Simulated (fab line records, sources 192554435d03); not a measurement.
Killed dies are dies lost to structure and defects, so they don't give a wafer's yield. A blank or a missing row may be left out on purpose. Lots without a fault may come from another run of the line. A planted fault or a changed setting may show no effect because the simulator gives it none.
Which tool was responsible? + flow n5_finfet + 23 lots, 69 wafers sampled, at 6 steps of a route of 1938

## WHAT EACH GAUGE READ, for each wafer
The record holds no reading of a measuring or inspecting step that can be judged against a usual standard deviation.

## WHICH TOOL RAN EACH LOT (tool, then ch and the chambers of the sampled wafers, then the start)
| lot  | N5_BEOL_M1_SPUTTER_88        | N5_BEOL_M1_ANNEAL_95         | N5_BEOL_M1_DEP_57               | N5_BEOL_M2_ETCH_63                 | N5_BEOL_M2_ETCH_69                 | N5_BEOL_M2_ALD_98                 |
|------|------------------------------|------------------------------|---------------------------------|------------------------------------|------------------------------------|-----------------------------------|
| L074 | pvd_sputter-03, day 6 05:20  | pvd_sputter-03, day 6 06:05  | pecvd-03 ch 0,2, day 6 07:12    | rie_diel-02 ch 1,2, day 6 10:27    | rie_diel-02 ch 1,3, day 6 11:25    | ald_sin-03 ch 2,3, day 6 11:30    |
| L075 | pvd_sputter-03, day 6 20:08  | pvd_sputter-03, day 6 20:52  | pecvd-04 ch 0,2, day 6 21:59    | rie_diel-04 ch 0,3, day 7 00:47    | rie_diel-04 ch 1,2, day 7 02:01    | ald_sin-03 ch 1,3, day 7 02:07    |
| L076 | pvd_sputter-01, day 7 05:41  | pvd_sputter-01, day 7 06:25  | pecvd-03 ch 0,2, day 7 07:32    | rie_diel-01 ch 0,3, day 7 10:05    | rie_diel-02 ch 0,1,2, day 7 10:59  | ald_sin-03 ch 0,3, day 7 11:32    |
| L077 | pvd_sputter-02, day 7 08:20  | pvd_sputter-02, day 7 09:05  | pecvd-02 ch 0,1, day 7 10:12    | rie_diel-04 ch 1,2, day 7 14:01    | rie_diel-02 ch 0,3, day 7 15:11    | ald_sin-04 ch 0,1,3, day 7 15:17  |
| L078 | pvd_sputter-02, day 7 17:05  | pvd_sputter-02, day 7 17:49  | pecvd-04 ch 0,2, day 7 18:56    | rie_diel-01 ch 0,2, day 7 21:43    | rie_diel-01 ch 0,2,3, day 7 22:43  | ald_sin-01 ch 0,1, day 7 22:47    |
| L079 | pvd_sputter-01, day 8 09:20  | pvd_sputter-01, day 8 10:05  | pecvd-03 ch 0,1,2, day 8 11:13  | rie_diel-02 ch 0,1,2, day 8 12:50  | rie_diel-02 ch 0,1,3, day 8 13:59  | ald_sin-03 ch 2,3, day 8 14:08    |
| L080 | pvd_sputter-03, day 8 09:44  | pvd_sputter-03, day 8 10:28  | pecvd-04 ch 0,1,2, day 8 11:35  | rie_diel-04 ch 1,2,3, day 8 13:20  | rie_diel-01 ch 0,2,3, day 8 14:20  | ald_sin-03 ch 0,2,3, day 8 14:37  |
| L081 | pvd_sputter-02, day 8 10:28  | pvd_sputter-02, day 8 11:12  | pecvd-04 ch 0,1, day 8 12:20    | rie_diel-02 ch 2,3, day 8 14:13    | rie_diel-04 ch 0,1,3, day 8 15:16  | ald_sin-03 ch 2,3, day 8 15:34    |
| L082 | pvd_sputter-02, day 8 13:12  | pvd_sputter-02, day 8 13:56  | pecvd-02 ch 0,1,2, day 8 15:05  | rie_diel-04 ch 0,1,3, day 8 17:43  | rie_diel-02 ch 0,1, day 8 18:53    | ald_sin-01 ch 0,1,3, day 8 19:23  |
| L083 | pvd_sputter-01, day 8 16:16  | pvd_sputter-01, day 8 17:00  | pecvd-03 ch 0,1, day 8 18:14    | rie_diel-04 ch 0,1,3, day 8 21:05  | rie_diel-02 ch 0,1,2, day 8 22:11  | ald_sin-03 ch 1,2,3, day 8 22:29  |
| L084 | pvd_sputter-01, day 9 02:14  | pvd_sputter-01, day 9 02:58  | pecvd-04 ch 1,2, day 9 04:06    | rie_diel-01 ch 2,3, day 9 05:55    | rie_diel-04 ch 0,2, day 9 06:47    | ald_sin-01 ch 0,3, day 9 06:52    |
| L085 | pvd_sputter-01, day 9 04:32  | pvd_sputter-01, day 9 05:16  | pecvd-03 ch 1,2, day 9 06:23    | rie_diel-02 ch 0,2,3, day 9 07:50  | rie_diel-04 ch 0,1, day 9 08:42    | ald_sin-03 ch 0,2,3, day 9 08:47  |
| L086 | pvd_sputter-01, day 9 18:52  | pvd_sputter-01, day 9 19:37  | pecvd-03 ch 0,1, day 9 22:20    | rie_diel-02 ch 0,1,3, day 9 23:13  | rie_diel-01 ch 0,2,3, day 10 00:05 | ald_sin-01 ch 0,1,2, day 10 00:10 |
| L087 | pvd_sputter-01, day 9 20:43  | pvd_sputter-01, day 9 21:27  | pecvd-03 ch 0, day 9 22:35      | rie_diel-04 ch 0,1,3, day 10 01:29 | rie_diel-02 ch 2,3, day 10 02:21   | ald_sin-03 ch 2,3, day 10 02:38   |
| L088 | pvd_sputter-03, day 10 01:20 | pvd_sputter-03, day 10 02:05 | pecvd-02 ch 0,1, day 10 03:13   | rie_diel-01 ch 1,2,3, day 10 06:04 | rie_diel-04 ch 0,2, day 10 07:15   | ald_sin-01 ch 0,1,3, day 10 07:20 |
| L089 | pvd_sputter-03, day 10 05:26 | pvd_sputter-03, day 10 06:11 | pecvd-04 ch 0,1,2, day 10 07:18 | rie_diel-01 ch 0,1,3, day 10 08:48 | rie_diel-02 ch 0,1,3, day 10 09:53 | ald_sin-03 ch 1,2, day 10 09:58   |
| L090 | pvd_sputter-01, day 10 06:52 | pvd_sputter-01, day 10 07:36 | pecvd-03 ch 0,1, day 10 08:44   | rie_diel-01 ch 0,2,3, day 10 11:59 | rie_diel-02 ch 0,3, day 10 12:59   | ald_sin-04 ch 0,2,3, day 10 13:05 |
| L093 | pvd_sputter-02, day 10 23:32 | pvd_sputter-02, day 11 00:16 | pecvd-03 ch 0,1,2, day 11 01:27 | rie_diel-04 ch 0,1,2, day 11 02:38 | rie_diel-01 ch 0,2, day 11 03:50   | ald_sin-01 ch 0,2, day 11 03:55   |
| L091 | pvd_sputter-02, day 11 07:44 | pvd_sputter-02, day 11 08:28 | pecvd-03 ch 0,1, day 11 09:35   | rie_diel-02 ch 1,3, day 11 11:12   | rie_diel-01 ch 0,1,3, day 11 12:08 | ald_sin-01 ch 0,1, day 11 12:13   |
| L095 | pvd_sputter-01, day 11 21:05 | pvd_sputter-01, day 11 21:50 | pecvd-03 ch 0,1,2, day 11 23:47 | rie_diel-04 ch 0,3, day 12 01:33   | rie_diel-02 ch 1,3, day 12 02:39   | ald_sin-01 ch 0,1,2, day 12 02:44 |
| L092 | pvd_sputter-03, day 11 21:20 | pvd_sputter-03, day 11 22:05 | pecvd-03 ch 1,2, day 12 00:31   | rie_diel-02 ch 0,1,2, day 12 01:47 | rie_diel-01 ch 0,1, day 12 02:43   | ald_sin-01 ch 0,2, day 12 02:50   |
| L096 | pvd_sputter-01, day 11 23:46 | pvd_sputter-01, day 12 00:30 | pecvd-03 ch 1,2, day 12 01:38   | rie_diel-02 ch 1,2, day 12 04:28   | rie_diel-04 ch 2,3, day 12 05:22   | ald_sin-04 ch 2,3, day 12 06:16   |
| L097 | pvd_sputter-01, day 12 04:30 | pvd_sputter-01, day 12 05:14 | pecvd-03 ch 1,2, day 12 06:22   | rie_diel-04 ch 0,1,2, day 12 07:38 | rie_diel-04 ch 1,2, day 12 08:38   | ald_sin-04 ch 0,1, day 12 09:08   |
- N5_BEOL_M1_SPUTTER_88: material Cu, target thk 4.5 nm, time 8.29 s.
- N5_BEOL_M1_ANNEAL_95: time 240 s.
- N5_BEOL_M1_DEP_57: deposits SiCN from 3MS/NH3, target thk 8 nm, time 14 s.
- N5_BEOL_M2_ETCH_63: etches SiARC in CF4, target depth 15.6 nm, time 26 s.
- N5_BEOL_M2_ETCH_69: etches SiARC in CF4, target depth 15.6 nm, time 26 s.
- N5_BEOL_M2_ALD_98: deposits SiO2, target thk 2.5 nm, pulse time 1 s, co reactant pulse time 1 s.

## WHAT THE TOOLS THEMSELVES READ (means of the sampled wafers that have a number; where no wafer has one, the mark that the record gives instead)
N5_BEOL_M1_SPUTTER_88. Usual: throttle_valve_pct reads 30.1 % (standard deviation 0.95).
| lot  | tool           | throttle_valve_pct (%) | flag |
|------|----------------|------------------------|------|
| L074 | pvd_sputter-03 | 29.9                   |      |
| L075 | pvd_sputter-03 | 29.7                   |      |
| L076 | pvd_sputter-01 | 30.1                   |      |
| L077 | pvd_sputter-02 | 31.4                   |      |
| L078 | pvd_sputter-02 | 29.7                   |      |
| L079 | pvd_sputter-01 | 29.5                   |      |
| L080 | pvd_sputter-03 | 29.9                   |      |
| L081 | pvd_sputter-02 | 31.1                   |      |
| L082 | pvd_sputter-02 | 30.1                   |      |
| L083 | pvd_sputter-01 | 30.6                   |      |
| L084 | pvd_sputter-01 | 29.5                   |      |
| L085 | pvd_sputter-01 | 30.4                   |      |
| L086 | pvd_sputter-01 | 29.9                   |      |
| L087 | pvd_sputter-01 | 30.6                   |      |
| L088 | pvd_sputter-03 | 29.8                   |      |
| L089 | pvd_sputter-03 | 29.4                   |      |
| L090 | pvd_sputter-01 | 31.0                   |      |
| L093 | pvd_sputter-02 | 29.9                   |      |
| L091 | pvd_sputter-02 | 30.5                   |      |
| L095 | pvd_sputter-01 | 30.8                   |      |
| L092 | pvd_sputter-03 | 28.6                   |      |
| L096 | pvd_sputter-01 | 31.0                   |      |
| L097 | pvd_sputter-01 | 30.1                   |      |

N5_BEOL_M1_ANNEAL_95. Usual: heater_power_w reads 819 W (standard deviation 74).
| lot  | tool           | heater_power_w (W) | flag |
|------|----------------|--------------------|------|
| L074 | pvd_sputter-03 | 852                |      |
| L075 | pvd_sputter-03 | 880                |      |
| L076 | pvd_sputter-01 | 849                |      |
| L077 | pvd_sputter-02 | 803                |      |
| L078 | pvd_sputter-02 | 829                |      |
| L079 | pvd_sputter-01 | 821                |      |
| L080 | pvd_sputter-03 | 882                |      |
| L081 | pvd_sputter-02 | 818                |      |
| L082 | pvd_sputter-02 | 813                |      |
| L083 | pvd_sputter-01 | 861                |      |
| L084 | pvd_sputter-01 | 780                |      |
| L085 | pvd_sputter-01 | 814                |      |
| L086 | pvd_sputter-01 | 847                |      |
| L087 | pvd_sputter-01 | 822                |      |
| L088 | pvd_sputter-03 | 770                |      |
| L089 | pvd_sputter-03 | 844                |      |
| L090 | pvd_sputter-01 | 831                |      |
| L093 | pvd_sputter-02 | 755                |      |
| L091 | pvd_sputter-02 | 814                |      |
| L095 | pvd_sputter-01 | 876                |      |
| L092 | pvd_sputter-03 | 855                |      |
| L096 | pvd_sputter-01 | 849                |      |
| L097 | pvd_sputter-01 | 829                |      |

N5_BEOL_M1_DEP_57. Usual: chamber_pressure_Torr 3.001 Torr, standard deviation 0.0071; showerhead_plenum_p_Torr 3.665 Torr, standard deviation 0.017; throttle_valve_pct 8.8 %, standard deviation 0.43.
| lot  | tool     | chamber_pressure_Torr (Torr) | showerhead_plenum_p_Torr (Torr) | throttle_valve_pct (%) | flag |
|------|----------|------------------------------|---------------------------------|------------------------|------|
| L074 | pecvd-03 | 3.008                        | 3.674                           | 9.0                    |      |
| L075 | pecvd-04 | 3.001                        | 3.678                           | 8.5                    |      |
| L076 | pecvd-03 | 2.998                        | 3.672                           | 9.0                    |      |
| L077 | pecvd-02 | 2.998                        | 3.654                           | 9.1                    |      |
| L078 | pecvd-04 | 3.003                        | 3.675                           | 8.6                    |      |
| L079 | pecvd-03 | 2.995                        | 3.660                           | 9.1                    |      |
| L080 | pecvd-04 | 2.998                        | 3.677                           | 8.7                    |      |
| L081 | pecvd-04 | 2.996                        | 3.685                           | 8.8                    |      |
| L082 | pecvd-02 | 3.000                        | 3.663                           | 9.0                    |      |
| L083 | pecvd-03 | 3.002                        | 3.671                           | 8.8                    |      |
| L084 | pecvd-04 | 3.009                        | 3.673                           | 9.0                    |      |
| L085 | pecvd-03 | 2.998                        | 3.651                           | 9.3                    |      |
| L086 | pecvd-03 | 2.999                        | 3.647                           | 8.8                    |      |
| L087 | pecvd-03 | 3.000                        | 3.680                           | 8.7                    |      |
| L088 | pecvd-02 | 3.005                        | 3.647                           | 9.1                    |      |
| L089 | pecvd-04 | 3.004                        | 3.680                           | 8.7                    |      |
| L090 | pecvd-03 | 2.999                        | 3.663                           | 8.7                    |      |
| L093 | pecvd-03 | 2.998                        | 3.664                           | 8.7                    |      |
| L091 | pecvd-03 | 3.005                        | 3.665                           | 8.8                    |      |
| L095 | pecvd-03 | 2.999                        | 3.659                           | 8.6                    |      |
| L092 | pecvd-03 | 3.005                        | 3.646                           | 8.9                    |      |
| L096 | pecvd-03 | 3.006                        | 3.648                           | 8.8                    |      |
| L097 | pecvd-03 | 3.003                        | 3.655                           | 8.6                    |      |

N5_BEOL_M2_ETCH_63. Usual: bias_w 36.01 W, standard deviation 0.12; drypump_motor_current_A 5.7 A, standard deviation 0.46; etch_rf_on_time_s 26.1 s, standard deviation 0.42; oes_product_au 0.68 a.u., standard deviation 0.054; rf_vpp_V 183.8 V, standard deviation 1.2; showerhead_plenum_p_Torr 2.13 Torr, standard deviation 0.06; throttle_valve_pct 15.58 %, standard deviation 0.15.
| lot  | tool        | bias_w (W) | drypump_motor_current_A (A) | etch_rf_on_time_s (s) | oes_product_au (a.u.) | rf_vpp_V (V) | showerhead_plenum_p_Torr (Torr) | throttle_valve_pct (%) | flag |
|------|-------------|------------|-----------------------------|-----------------------|-----------------------|--------------|---------------------------------|------------------------|------|
| L074 | rie_diel-02 | 36.02      | 6.0                         | 25.8                  | 0.70                  | 182.9        | 2.08                            | 15.67                  |      |
| L075 | rie_diel-04 | 35.77      | 5.9                         | 26.1                  | 0.75                  | 184.3        | 2.14                            | 15.54                  |      |
| L076 | rie_diel-01 | 35.89      | 6.2                         | 26.3                  | 0.69                  | 183.2        | 2.08                            | 15.54                  |      |
| L077 | rie_diel-04 | 36.02      | 5.2                         | 26.4                  | 0.68                  | 183.2        | 2.10                            | 15.49                  |      |
| L078 | rie_diel-01 | 35.91      | 5.8                         | 26.1                  | 0.68                  | 183.9        | 2.13                            | 15.59                  |      |
| L079 | rie_diel-02 | 35.99      | 5.7                         | 25.8                  | 0.67                  | 183.8        | 2.10                            | 15.73                  |      |
| L080 | rie_diel-04 | 36.05      | 5.2                         | 26.1                  | 0.71                  | 183.3        | 2.14                            | 15.49                  |      |
| L081 | rie_diel-02 | 36.09      | 5.8                         | 25.4                  | 0.72                  | 183.7        | 2.14                            | 15.54                  |      |
| L082 | rie_diel-04 | 36.05      | 5.7                         | 26.2                  | 0.70                  | 183.7        | 2.12                            | 15.58                  |      |
| L083 | rie_diel-04 | 36.06      | 5.7                         | 26.1                  | 0.71                  | 183.0        | 2.12                            | 15.58                  |      |
| L084 | rie_diel-01 | 36.00      | 6.0                         | 26.6                  | 0.65                  | 183.2        | 2.10                            | 15.55                  |      |
| L085 | rie_diel-02 | 36.14      | 5.6                         | 26.1                  | 0.66                  | 184.6        | 2.15                            | 15.59                  |      |
| L086 | rie_diel-02 | 36.00      | 5.7                         | 26.0                  | 0.63                  | 184.0        | 2.14                            | 15.63                  |      |
| L087 | rie_diel-04 | 36.15      | 5.7                         | 26.1                  | 0.69                  | 182.9        | 2.12                            | 15.60                  |      |
| L088 | rie_diel-01 | 35.99      | 5.6                         | 26.1                  | 0.69                  | 184.4        | 2.16                            | 15.52                  |      |
| L089 | rie_diel-01 | 36.01      | 5.8                         | 25.7                  | 0.71                  | 184.2        | 2.14                            | 15.55                  |      |
| L090 | rie_diel-01 | 36.05      | 6.0                         | 26.0                  | 0.66                  | 183.2        | 2.10                            | 15.63                  |      |
| L093 | rie_diel-04 | 36.01      | 5.4                         | 26.2                  | 0.68                  | 184.0        | 2.11                            | 15.55                  |      |
| L091 | rie_diel-02 | 35.97      | 6.0                         | 26.4                  | 0.63                  | 185.4        | 2.17                            | 15.50                  |      |
| L095 | rie_diel-04 | 36.02      | 5.7                         | 26.3                  | 0.69                  | 183.3        | 2.15                            | 15.63                  |      |
| L092 | rie_diel-02 | 36.13      | 5.7                         | 26.0                  | 0.65                  | 183.5        | 2.09                            | 15.79                  |      |
| L096 | rie_diel-02 | 35.90      | 5.8                         | 25.8                  | 0.68                  | 183.5        | 2.08                            | 15.74                  |      |
| L097 | rie_diel-04 | 35.94      | 5.4                         | 26.2                  | 0.68                  | 184.1        | 2.10                            | 15.57                  |      |

N5_BEOL_M2_ETCH_69. Usual: bias_w 36.00 W, standard deviation 0.11; drypump_motor_current_A 5.7 A, standard deviation 0.47; etch_rf_on_time_s 26.1 s, standard deviation 0.46; oes_product_au 0.68 a.u., standard deviation 0.054; rf_vpp_V 183.8 V, standard deviation 1.1; showerhead_plenum_p_Torr 2.13 Torr, standard deviation 0.062; throttle_valve_pct 15.58 %, standard deviation 0.15.
| lot  | tool        | bias_w (W) | drypump_motor_current_A (A) | etch_rf_on_time_s (s) | oes_product_au (a.u.) | rf_vpp_V (V) | showerhead_plenum_p_Torr (Torr) | throttle_valve_pct (%) | flag |
|------|-------------|------------|-----------------------------|-----------------------|-----------------------|--------------|---------------------------------|------------------------|------|
| L074 | rie_diel-02 | 35.94      | 6.0                         | 26.0                  | 0.66                  | 184.7        | 2.18                            | 15.40                  |      |
| L075 | rie_diel-04 | 35.97      | 4.9                         | 26.4                  | 0.73                  | 183.7        | 2.14                            | 15.40                  |      |
| L076 | rie_diel-02 | 35.97      | 5.7                         | 26.0                  | 0.68                  | 183.2        | 2.10                            | 15.71                  |      |
| L077 | rie_diel-02 | 35.95      | 5.7                         | 26.2                  | 0.64                  | 184.7        | 2.21                            | 15.44                  |      |
| L078 | rie_diel-01 | 36.06      | 6.0                         | 26.2                  | 0.68                  | 184.2        | 2.11                            | 15.57                  |      |
| L079 | rie_diel-02 | 36.04      | 5.7                         | 26.4                  | 0.63                  | 183.6        | 2.14                            | 15.61                  |      |
| L080 | rie_diel-01 | 36.07      | 6.0                         | 26.4                  | 0.67                  | 183.5        | 2.11                            | 15.59                  |      |
| L081 | rie_diel-04 | 36.05      | 5.7                         | 26.2                  | 0.70                  | 183.4        | 2.12                            | 15.57                  |      |
| L082 | rie_diel-02 | 35.94      | 5.8                         | 26.1                  | 0.63                  | 182.7        | 2.08                            | 15.74                  |      |
| L083 | rie_diel-02 | 36.10      | 5.7                         | 26.4                  | 0.66                  | 183.6        | 2.10                            | 15.73                  |      |
| L084 | rie_diel-04 | 35.86      | 5.2                         | 26.2                  | 0.74                  | 183.3        | 2.15                            | 15.42                  |      |
| L085 | rie_diel-04 | 35.98      | 5.9                         | 26.5                  | 0.70                  | 183.9        | 2.09                            | 15.60                  |      |
| L086 | rie_diel-01 | 36.00      | 6.0                         | 26.0                  | 0.66                  | 184.6        | 2.10                            | 15.61                  |      |
| L087 | rie_diel-02 | 36.08      | 5.8                         | 26.1                  | 0.66                  | 184.3        | 2.18                            | 15.46                  |      |
| L088 | rie_diel-04 | 35.90      | 5.2                         | 26.0                  | 0.73                  | 184.6        | 2.15                            | 15.44                  |      |
| L089 | rie_diel-02 | 36.01      | 5.7                         | 26.3                  | 0.62                  | 184.2        | 2.14                            | 15.63                  |      |
| L090 | rie_diel-02 | 35.97      | 5.4                         | 26.2                  | 0.60                  | 184.4        | 2.16                            | 15.65                  |      |
| L093 | rie_diel-01 | 35.95      | 5.8                         | 26.3                  | 0.65                  | 183.2        | 2.12                            | 15.63                  |      |
| L091 | rie_diel-01 | 35.98      | 5.8                         | 25.9                  | 0.69                  | 184.2        | 2.14                            | 15.56                  |      |
| L095 | rie_diel-02 | 35.92      | 6.0                         | 26.1                  | 0.63                  | 183.7        | 2.11                            | 15.65                  |      |
| L092 | rie_diel-01 | 35.93      | 5.8                         | 25.2                  | 0.71                  | 184.2        | 2.14                            | 15.63                  |      |
| L096 | rie_diel-04 | 35.93      | 5.2                         | 26.5                  | 0.69                  | 184.6        | 2.17                            | 15.54                  |      |
| L097 | rie_diel-04 | 35.97      | 5.2                         | 26.3                  | 0.65                  | 183.6        | 2.09                            | 15.58                  |      |

N5_BEOL_M2_ALD_98. Usual: chamber_pressure_Torr 2.001 Torr, standard deviation 0.0041; heater_power_w 82 W, standard deviation 8; precursor_pulse_height_rel 1.002, standard deviation 0.019.
| lot  | tool       | chamber_pressure_Torr (Torr) | heater_power_w (W) | precursor_pulse_height_rel | flag |
|------|------------|------------------------------|--------------------|----------------------------|------|
| L074 | ald_sin-03 | 2.003                        | 83                 | 1.006                      |      |
| L075 | ald_sin-03 | 2.001                        | 89                 | 1.014                      |      |
| L076 | ald_sin-03 | 2.004                        | 83                 | 1.020                      |      |
| L077 | ald_sin-04 | 1.998                        | 81                 | 0.990                      |      |
| L078 | ald_sin-01 | 2.002                        | 79                 | 0.994                      |      |
| L079 | ald_sin-03 | 2.005                        | 86                 | 1.012                      |      |
| L080 | ald_sin-03 | 1.998                        | 80                 | 1.001                      |      |
| L081 | ald_sin-03 | 1.999                        | 83                 | 1.011                      |      |
| L082 | ald_sin-01 | 2.003                        | 86                 | 0.986                      |      |
| L083 | ald_sin-03 | 1.999                        | 85                 | 0.987                      |      |
| L084 | ald_sin-01 | 2.003                        | 87                 | 1.029                      |      |
| L085 | ald_sin-03 | 2.004                        | 81                 | 0.991                      |      |
| L086 | ald_sin-01 | 2.003                        | 82                 | 0.994                      |      |
| L087 | ald_sin-03 | 2.002                        | 83                 | 1.000                      |      |
| L088 | ald_sin-01 | 2.001                        | 87                 | 0.995                      |      |
| L089 | ald_sin-03 | 2.004                        | 80                 | 1.009                      |      |
| L090 | ald_sin-04 | 2.000                        | 80                 | 1.017                      |      |
| L093 | ald_sin-01 | 2.003                        | 77                 | 1.007                      |      |
| L091 | ald_sin-01 | 2.001                        | 79                 | 1.017                      |      |
| L095 | ald_sin-01 | 2.003                        | 83                 | 1.004                      |      |
| L092 | ald_sin-01 | 2.000                        | 76                 | 1.016                      |      |
| L096 | ald_sin-04 | 1.996                        | 80                 | 1.011                      |      |
| L097 | ald_sin-04 | 1.999                        | 68                 | 0.992                      |      |

## THE ANSWER, worked out from the rows above alone
Rule: a lot counts as off when the mean over its wafers that have a number is more than 3 standard deviations away from the usual mean. Also off: a lot with no number at a reading for which 4 or more lots have one. All remaining lots with rows at the step are treated as sound. After the gauges, taken in route order, come the tools' own readings; for these a lot's mean is taken, as printed above. The first step at which some lot is off is used, and at that step the reading that is off furthest; a lot without a number counts as furthest.
Nothing can be told from this: no lot is off at any reading shown.

## WHAT THE SIMULATOR HAD INSERTED
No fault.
